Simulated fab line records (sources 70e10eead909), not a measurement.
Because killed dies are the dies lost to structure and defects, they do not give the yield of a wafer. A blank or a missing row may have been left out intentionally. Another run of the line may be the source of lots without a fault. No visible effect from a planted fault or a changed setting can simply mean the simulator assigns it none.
fab line records | flow nand-harc
[record] lots = 5 wafers = 15 last-day = 33
route steps=1302 shown A_DECK1_JOINT@544 A_ONON_D2@545 END@1302
lots untouched by any fault: they come from a run of this same line in which no faults occurred
start-h: the number of hours between the record's first day and the start of the first shown wafer of the lot | wait-h: hours from the lot's prior step to this one | " same as the row above | L1.1+2: a row that stands for several wafers | - no value, or no start was given | * or withheld: withheld | < > ~ a bound
route shown NAME@n: names a module that has steps shown in the file, with the first one's number in the route | usual: mean/standard deviation of fault-free wafers | same: alike in all rows | chamber/n: place in a boat | sites: per-site readings | _std_site: standard deviation of those values | _edge_site: mean of outer sites minus mean of inner sites | radius-mm: for every site, how far away it sits from the centre of the wafer | mask NAME#n: copy n | behind: the most recent tool/chamber to have shaped the wafer | hold: what put the lot on hold/how long, in hours/how the hold closed | device: names the non-switching transistor (n, p or np) | end of line: tests of these same wafers at the route's end | a step given without rows: its recipe and nothing more | killed: dies lost to structure and defects at the first sort, not the wafer's yield | map: shows each die of a wafer: x if killed, . if not, _ if none is there
set.NAME: setting as actually run; set.NAME@STEP: the setting as run at that earlier step | model.NAME: the simulator's own value behind a step, which no gauge read
certain route steps with their lots: each step a table, each wafer a row
services: from which hour (start-h, from the record's first day; less than 0 if before it) a tool's chamber was out of use, for how many hours, and why
[[steps]]
[step NHARC_A_DECK1_JOINT_INSPECT_05]
[usual] raw-defect-count = 339/130
// columns lot.wafer tool chamber start-h wait-h raw-defect-count
L718.3 defect-inspect-01 - 343.21 0.0 591
L718.4 " - " " 819
L718.6 " - " " 648
L721.4 defect-inspect-02 - 367.78 0.0 206
L721.5 " - " " 394
L721.6 " - " " 642
L724.1 defect-inspect-01 - 395.82 0.0 310
L724.2 " - " " 356
L724.6 " - " " 280
L732.2 defect-inspect-01 - 481.22 0.0 161
L732.5 " - " " 153
L732.6 " - " " 188
L733.2 defect-inspect-01 - 492.45 0.0 203
L733.4 " - " " 410
L733.6 " - " " 287
[step NHARC_A_ONON_D2_DEP_00]
[recipe] target-thk-a = 10000 n2-flow-sccm = 2750 n2o-flow-sccm = 2000 nh3-flow-sccm = 500 sih4-flow-sccm = 210 temp-c = 400
[step NHARC_A_ONON_D2_THK_MEAS_02]
[recipe] thk-meas-gauge = ellipsometry
[usual] thk-nm = 1001/9
// columns lot.wafer tool chamber start-h wait-h thk-nm
L718.3 film-metro-01 - 343.78 - 1013
L718.4 " - " " 1013
L718.6 " - " " 1013
L721.4 film-metro-02 - 368.36 - 1013
L721.5 " - " " 1012
L721.6 " - " " 1014
L724.1 film-metro-02 - 396.40 - 1008
L724.2 " - " " 1009
L724.6 " - " " 1010
L732.2 film-metro-02 - 481.80 - 990
L732.5 " - " " 989
L732.6 " - " " 991
L733.2 film-metro-01 - 493.02 - 1002
L733.4 " - " " 1000
L733.6 " - " " 1001
[step NHARC_A_ONON_D2_DEP_03]
[recipe] target-thk-a = 10000 n2-flow-sccm = 2750 n2o-flow-sccm = 2000 nh3-flow-sccm = 500 sih4-flow-sccm = 210 temp-c = 400
[step NHARC_A_ONON_D2_THK_MEAS_05]
[recipe] thk-meas-gauge = ellipsometry
[usual] thk-nm = 1001/11
// columns lot.wafer tool chamber start-h wait-h thk-nm
L718.3 film-metro-02 - 344.35 - 997
L718.4 " - " " 997
L718.6 " - " " 997
L721.4 film-metro-02 - 368.93 - 996
L721.5 " - " " 995
L721.6 " - " " 996
L724.1 film-metro-01 - 396.97 - 994
L724.2 " - " " 994
L724.6 " - " " 996
L732.2 film-metro-02 - 482.36 - 1010
L732.5 " - " " 1011
L732.6 " - " " 1010
L733.2 film-metro-02 - 493.59 - 1015
L733.4 " - " " 1013
L733.6 " - " " 1016
[step NHARC_A_ONON_D2_DEP_06]
[recipe] target-thk-a = 10000 n2-flow-sccm = 2750 n2o-flow-sccm = 2000 nh3-flow-sccm = 500 sih4-flow-sccm = 210 temp-c = 400
[step NHARC_A_ONON_D2_THK_MEAS_08]
[recipe] thk-meas-gauge = ellipsometry
[usual] thk-nm = 997/11
// columns lot.wafer tool chamber start-h wait-h thk-nm
L718.3 film-metro-01 - 344.92 - 993
L718.4 " - " " 992
L718.6 " - " " 993
L721.4 film-metro-01 - 369.50 - 980
L721.5 " - " " 980
L721.6 " - " " 981
L724.1 film-metro-01 - 397.53 - 1013
L724.2 " - " " 1013
L724.6 " - " " 1013
L732.2 film-metro-01 - 482.93 - 994
L732.5 " - " " 994
L732.6 " - " " 995
L733.2 film-metro-01 - 494.15 - 999
L733.4 " - " " 999
L733.6 " - " " 1001
[step NHARC_A_ONON_D2_DEP_09]
[recipe] target-thk-a = 10000 n2-flow-sccm = 2750 n2o-flow-sccm = 2000 nh3-flow-sccm = 500 sih4-flow-sccm = 210 temp-c = 400
[step NHARC_A_ONON_D2_THK_MEAS_11]
[recipe] thk-meas-gauge = ellipsometry
[usual] thk-nm = 998/9.9
// columns lot.wafer tool chamber start-h wait-h thk-nm
L718.3 film-metro-02 - 345.49 - 1003
L718.4 " - " " 1003
L718.6 " - " " 1005
L721.4 film-metro-01 - 370.06 - 998
L721.5 " - " " 998
L721.6 " - " " 997
L724.1 film-metro-01 - 398.10 - 1000
L724.2 " - " " 999
L724.6 " - " " 1000
L732.2 film-metro-02 - 483.50 - 983
L732.5 " - " " 983
L732.6 " - " " 983
L733.2 film-metro-02 - 494.72 - 1006
L733.4 " - " " 1007
L733.6 " - " " 1008
[step NHARC_A_ONON_D2_DEP_12]
[recipe] target-thk-a = 10000 n2-flow-sccm = 2750 n2o-flow-sccm = 2000 nh3-flow-sccm = 500 sih4-flow-sccm = 210 temp-c = 400
[step NHARC_A_ONON_D2_THK_MEAS_14]
[recipe] thk-meas-gauge = ellipsometry
[usual] thk-nm = 998/11
// columns lot.wafer tool chamber start-h wait-h thk-nm
L718.3 film-metro-02 - 346.05 - 996
L718.4 " - " " 996
L718.6 " - " " 996
L721.4 film-metro-02 - 370.63 - 1005
L721.5 " - " " 1007
L721.6 " - " " 1007
L724.1 film-metro-01 - 398.66 - 1014
L724.2 " - " " 1016
L724.6 " - " " 1017
L732.2 film-metro-02 - 484.07 - 1002
L732.5 " - " " 1002
L732.6 " - " " 1002
L733.2 film-metro-02 - 495.28 - 1001
L733.4 " - " " 1000
L733.6 " - " " 1003
[step NHARC_A_ONON_D2_ANNEAL_15]
[recipe] temp-c = 750 time-s = 3600
[step NHARC_A_ONON_D2_DEP_16]
[recipe] target-thk-a = 10000 n2-flow-sccm = 2750 n2o-flow-sccm = 2000 nh3-flow-sccm = 500 sih4-flow-sccm = 210 temp-c = 400
// columns lot.wafer tool chamber start-h wait-h
L718.3+4+6 pecvd-onon-01 0 353.04 0.5
L721.4+5+6 pecvd-onon-03 0 378.02 0.6
L724.1+2+6 pecvd-onon-03 0 405.52 0.4
L732.2+5+6 pecvd-onon-01 0 491.64 0.4
L733.2+4+6 pecvd-onon-01 0 503.94 0.5
[step NHARC_A_ONON_D2_THK_MEAS_18]
[recipe] thk-meas-gauge = ellipsometry
[usual] thk-nm = 1000/10
// columns lot.wafer tool chamber start-h wait-h thk-nm
L718.3 film-metro-02 - 353.43 - 1008
L718.4 " - " " 1007
L718.6 " - " " 1007
L721.4 film-metro-01 - 378.36 - 1012
L721.5 " - " " 1013
L721.6 " - " " 1012
L724.1 film-metro-01 - 406.03 - 1005
L724.2 " - " " 694
L724.6 " - " " 697
L732.2 film-metro-01 - 492.09 - 1002
L732.5 " - " " 1003
L732.6 " - " " 1004
L733.2 film-metro-01 - 504.39 - 982
L733.4 " - " " 983
L733.6 " - " " 983
[step NHARC_A_ONON_D2_DEP_19]
[recipe] target-thk-a = 10000 n2-flow-sccm = 2750 n2o-flow-sccm = 2000 nh3-flow-sccm = 500 sih4-flow-sccm = 210 temp-c = 400
[step NHARC_END_SORT_01]
[recipe] temp-c = 25
[usual] killed-at-array = 58/20 killed-at-other = 1.0/1.2 killed-at-periphery = 4.1/3 killed-dies = 63/20 killed-open = 3.2/1.7 killed-short = 2.5/1.5
[same] gross-dies = 677
// columns lot.wafer tool chamber start-h wait-h killed-at-array killed-at-other killed-at-periphery killed-dies killed-open killed-short
L724.2 prober-02 0 688.34 2.8 672 0 5 677 4 2
L724.6 prober-02 0 691.57 4.0 661 3 13 677 2 4
// killed by level:class
L724.2 A_ONON_D2:area-dep=652 A_STAIRCASE:chamber-film-flake=5 A_CHANNEL_HOLE_D1:chamber-film-flake=4 P_GATE:chamber-film-flake=3 A_SLIT:chamber-film-flake=3 P_CONTACT:chamber-film-flake=2 A_CHANNEL_FILL_D1:chamber-film-flake=2 A_ONON_D1:geometric-particle:short=1
L724.6 A_ONON_D2:area-dep=636 A_STAIRCASE:chamber-film-flake=7 A_CHANNEL_HOLE_D1:chamber-film-flake=6 P_GATE:chamber-film-flake=4 P_CONTACT:chamber-film-flake=4 P_BONDPAD:chamber-film-flake=3 A_CHANNEL_FILL_D1:chamber-film-flake=3 THIN_TSV:chamber-film-flake=3
// map L724.2 (x killed, . not)
____________x____________
_________xxxxxxx_________
_______xxxxxxxxxxx_______
______xxxxxxxxxxxxx______
_____xxxxxxxxxxxxxxx_____
____xxxxxxxxxxxxxxxxx____
____xxxxxxxxxxxxxxxxx____
___xxxxxxxxxxxxxxxxxxx___
___xxxxxxxxxxxxxxxxxxx___
__xxxxxxxxxxxxxxxxxxxxx__
__xxxxxxxxxxxxxxxxxxxxx__
_xxxxxxxxxxxxxxxxxxxxxxx_
_xxxxxxxxxxxxxxxxxxxxxxx_
_xxxxxxxxxxxxxxxxxxxxxxx_
_xxxxxxxxxxxxxxxxxxxxxxx_
_xxxxxxxxxxxxxxxxxxxxxxx_
xxxxxxxxxxxxxxxxxxxxxxxxx
xxxxxxxxxxxxxxxxxxxxxxxxx
xxxxxxxxxxxxxxxxxxxxxxxxx
xxxxxxxxxxxxxxxxxxxxxxxxx
xxxxxxxxxxxxxxxxxxxxxxxxx
_xxxxxxxxxxxxxxxxxxxxxxx_
_xxxxxxxxxxxxxxxxxxxxxxx_
_xxxxxxxxxxxxxxxxxxxxxxx_
_xxxxxxxxxxxxxxxxxxxxxxx_
_xxxxxxxxxxxxxxxxxxxxxxx_
__xxxxxxxxxxxxxxxxxxxxx__
__xxxxxxxxxxxxxxxxxxxxx__
___xxxxxxxxxxxxxxxxxxx___
___xxxxxxxxxxxxxxxxxxx___
____xxxxxxxxxxxxxxxxx____
____xxxxxxxxxxxxxxxxx____
_____xxxxxxxxxxxxxxx_____
______xxxxxxxxxxxxx______
_______xxxxxxxxxxx_______
_________xxxxxxx_________
____________x____________
// map L721.6 (x killed, . not)
____________.____________
_________...x..._________
_______.x........._______
______.............______
_____..............._____
____.................____
____..........x......____
___x..................___
___..x...............x___
__...x.................__
__....x.xx.............__
_......x..x.........x..._
_.....x..x.x............_
_......................._
_.......xx.............x_
_......................._
........x.x.......x......
..................x......
........x...x...x..x.x..x
........xx......xx..x....
...............x.xxxx....
_.....x.........xxxxx..._
_..........x...xxxxxx..._
_.............x.xxxx...._
_..............xxxxx...._
_.........x....xxxx....._
__......x..........x...__
__..............x.x..x.__
___.........x....x....___
___.......x....x......___
____......x..........____
____x................____
_____.x............._____
______.............______
_______..........._______
_________..x...._________
____________.____________
[[services]]
// columns tool chamber start-h hours kind
pecvd-onon-03 - 408.17 13.0 pm
pecvd-onon-01 - 450.23 13.0 pm
[[key]]
[first-sign] step = NHARC_A_ONON_D2_THK_MEAS_18 reading = thk-nm direction = down sigmas = 30 usual = 1000 struck = 696
[effect] step = NHARC_END_SORT_01 reading = killed-dies direction = up sigmas = 31 usual = 63 struck = 677
[more-kills-born-at] NHARC_A_ONON_D2_DEP_16@pecvd-onon-03 = 1288
met-at NHARC_A_ONON_D2_DEP_16
struck-wafers L724.2,L724.6
later-rows-left-out L724.2,L724.6
tester-left-out L724
onset-between 378.02 405.52
[fault] kind = process-parameter-drift tool = pecvd-onon-03 chamber = - onset-h = 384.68 steps = NHARC_A_ONON_D2_DEP_16 channel = target-thk-a offset = * shape = step end-h = 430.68 scope = struck-wafers-only acts-in = * stated = *
// tester-left-out: of these lots the tester's yield and bins aren't shown, on N5 and GAA mostly nor the transistor test; their killed dies are dies lost to structure and defects alone, not to doping, threshold or leakage, so they don't give the yield
// later-rows-left-out: the simulator's readings of these wafers behind a module that went badly wrong aren't trusted and aren't shown, but for the sort
